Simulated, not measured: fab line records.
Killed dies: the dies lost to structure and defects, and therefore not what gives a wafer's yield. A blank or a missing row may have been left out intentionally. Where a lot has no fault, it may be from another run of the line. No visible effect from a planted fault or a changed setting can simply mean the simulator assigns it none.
Problem report, 8D (eight disciplines) form, completed by code    flow n5_finfet    the parts of the form that need people (team, actions taken, sign-off) are left out

1. THE ISSUE
At N5_PASSIVATION_PROBE_49, killed_at_M4_up averages 86 over 6 wafers from 2 lots, while fault-free wafers read 14, standard deviation 5.5. Measured from the usual mean, that is +13 standard deviations.
Earliest sighting: wafer L450.3 on prober-02 at day 15 12:13. The record has a number at this step for 9 wafers belonging to 3 lots. By rule, "out" or "out of limits" means more than 4 standard deviations away from the usual mean. Any other wafer with a number is counted as sound.

2. WHAT IT IS, AND WHAT IT ISN'T
question                     is                      is not
which readings at this step  killed_at_M4_up         killed_at_M0_to_M3, killed_at_contacts, killed_at_front_end, killed_at_other, killed_open, killed_short, sort_bin_6_memory
which lots                   L450, L452              L448
which wafers of those lots   all that have a number  -
read on which tools          prober-01, prober-02    -
when                         from day 15 12:13       up to then (3 sound wafers)

3. THE SUSPECTS, EACH WITH WHAT RULES IT OUT
Counting: a tool stays on the suspect list if, at a process step up to the reading, it processed all lots that are out and no sound lot following the first of them.
- rie_diel-06 at N5_BEOL_M9_ETCH_62 (etches SOC in N2/H2, target depth 110 nm, overetch 22 nm, time 165 s): kept. Every lot that is out went through it, starting with L450 (day 12 19:04), and after that it ran no sound lot; the last sound lot it ran before then is L448 (day 12 09:34).
- rie_diel-05 at N5_PASSIVATION_DESCUM_32 (chemistry O2, time 7.9 s): kept. It ran every lot that is out, first L450 (day 15 06:56), and no sound lot after that.
- rie_metal-03 at N5_PASSIVATION_AL_ETCH_33 (etches Al in Cl2/BCl3, stops on TaN, target depth 2800 nm, time 466.7 s): kept. Every lot that is out went through it, starting with L450 (day 15 07:10), and after that it ran no sound lot; the last sound lot it ran before then is L448 (day 14 15:46).
The count leaves rie_diel-06 at N5_BEOL_M9_ETCH_62, rie_diel-05 at N5_PASSIVATION_DESCUM_32, and rie_metal-03 at N5_PASSIVATION_AL_ETCH_33.

4. THE CAUSE (what the simulator had put in)
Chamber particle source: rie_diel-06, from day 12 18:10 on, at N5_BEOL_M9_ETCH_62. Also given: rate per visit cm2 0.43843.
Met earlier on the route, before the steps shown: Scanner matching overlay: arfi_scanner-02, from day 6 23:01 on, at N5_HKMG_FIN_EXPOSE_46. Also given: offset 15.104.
After counting, 3 suspects remain, this tool included.

5. SEQUENCE OF EFFECTS, ordered by route
One row per reading whose mean, taken over the struck wafers that have a number, lies over 3 standard deviations from the usual. Readings are gone through only where the record gives a usual standard deviation; hours: the median, over the lots, of the time from a lot's start at the first step in this table giving one to that lot's start at this step; sigmas: the change measured in usual standard deviations.
hours  step                     reading               usual   on struck wafers  change  sigmas
0      N5_PASSIVATION_PROBE_49  defect_limited_yield  91.0 %  85.7              -5.3    -3.5
0      N5_PASSIVATION_PROBE_49  killed_at_M4_up       14      86                +72     +13
0      N5_PASSIVATION_PROBE_49  killed_dies           106     169               +63     +3.5
0      N5_PASSIVATION_PROBE_49  sort_bin_5_function   5.3 %   9.2               +3.9    +3.9
0      N5_PASSIVATION_PROBE_49  sort_n_pass           1074    1011              -63     -3.5
0      N5_PASSIVATION_PROBE_49  sort_yield_pct        91.0 %  85.7              -5.3    -3.5
The process steps in it:
- N5_PASSIVATION_PROBE_49

6. WHAT WOULD HAVE CAUGHT IT SOONER
66 hours passed between the start of the fault at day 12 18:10 and the first reading out of limits in this record, taken at day 15 12:13.
Of the tool readings at N5_BEOL_M9_ETCH_62 for which the record gives a usual standard deviation, none was out on any struck wafer, so an alarm limit of 4 standard deviations on them would not have fired.
Lots out: 2; all had begun N5_BEOL_M9_ETCH_62 on rie_diel-06 by day 15 12:13. Had the tool been put on hold then, not one of them would have been saved.
